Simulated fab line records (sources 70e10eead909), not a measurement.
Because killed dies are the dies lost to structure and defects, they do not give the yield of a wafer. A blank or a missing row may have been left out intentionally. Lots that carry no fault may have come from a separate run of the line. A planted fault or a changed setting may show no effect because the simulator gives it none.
Matching of chambers | flow nand_harc | NHARC_P_M1_DEP_33 on pecvd-03 has 3 sister chambers
The step deposits SiCN, target thk 30 nm. 24 wafers are shown with their chamber, then 12 later ones without.

WAFERS PAIRED WITH THEIR CHAMBERS
wafer  | chamber | heater_power_w (W) | rf_fwd_power_W (W)
L075.3 | 0       | 543                | 447.9
L075.4 | 0       | 524                | 448.4
L075.5 | 2       | 554                | 447.4
L077.2 | 0       | 596                | 450.3
L077.4 | 2       | 567                | 450.4
L077.5 | 1       | 523                | 449.4
L080.4 | 0       | 526                | 446.5
L080.5 | 2       | 550                | 449.5
L080.6 | 1       | 574                | 447.1
L082.1 | 1       | 510                | 449.3
L082.4 | 0       | 568                | 447.2
L082.5 | 1       | 507                | 450.5
L087.3 | 0       | 469                | 448.2
L087.4 | 2       | 616                | 447.6
L087.6 | 0       | 485                | 448.5
L090.3 | 1       | 560                | 447.3
L090.5 | 2       | 501                | 448.3
L090.6 | 1       | 571                | 448.3
L092.2 | 1       | 542                | 449.1
L092.3 | 0       | 547                | 449.7
L092.6 | 0       | 546                | 451.2
L093.2 | 1       | 508                | 449.5
L093.5 | 0       | 488                | 449.3
L093.6 | 1       | 515                | 449.8

SIGNATURES (averages over the wafers above)
reading        | chamber 0 | chamber 1 | chamber 2 | scatter within a chamber
heater_power_w | 529.20    | 534.44    | 557.60    | 35.9
rf_fwd_power_W | 448.720   | 448.922   | 448.640   | 1.29
Rule: for each reading, subtract the chamber's mean from the wafer's reading, divide by that reading's scatter and square the result; add these up over the readings and take the root, which gives the wafer's distance from the chamber. If the next closest chamber is less than 2 further off than the closest, the wafer can't be placed; otherwise it belongs to the closest. The scatter is the square root of a quotient: the sum, over the shown wafers, of each reading's squared deviation from its chamber's mean, divided by wafers minus chambers.

WAFERS MISSING THEIR CHAMBER
wafer  | heater_power_w (W) | rf_fwd_power_W (W)
L094.3 | 594                | 450.9
L094.4 | 574                | 446.4
L094.6 | 583                | 450.5
L095.2 | 521                | 449.1
L095.4 | 511                | 446.3
L095.6 | 596                | 448.9
L096.3 | 628                | 451.3
L096.4 | 575                | 452.3
L096.6 | 618                | 449.3
L097.2 | 546                | 451.1
L097.3 | 564                | 448.2
L097.5 | 561                | 448.4

WHICH CHAMBER EACH WENT THROUGH
wafer  | from the rows above          | in truth
L094.3 | can't be placed: 2 or 1 or 0 | 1
L094.4 | can't be placed: 2 or 0 or 1 | 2
L094.6 | can't be placed: 2 or 1 or 0 | 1
L095.2 | can't be placed: 0 or 1 or 2 | 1
L095.4 | can't be placed: 0 or 1 or 2 | 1
L095.6 | can't be placed: 2 or 1 or 0 | 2
L096.3 | can't be placed: 2 or 1 or 0 | 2
L096.4 | can't be placed: 1 or 2 or 0 | 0
L096.6 | can't be placed: 2 or 1 or 0 | 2
L097.2 | can't be placed: 1 or 0 or 2 | 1
L097.3 | can't be placed: 2 or 1 or 0 | 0
L097.5 | can't be placed: 2 or 1 or 0 | 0
0 of 12 placed correctly. From these rows, 12 cannot be placed; in 12 the true chamber is one of the candidates. 0 placed wrongly.
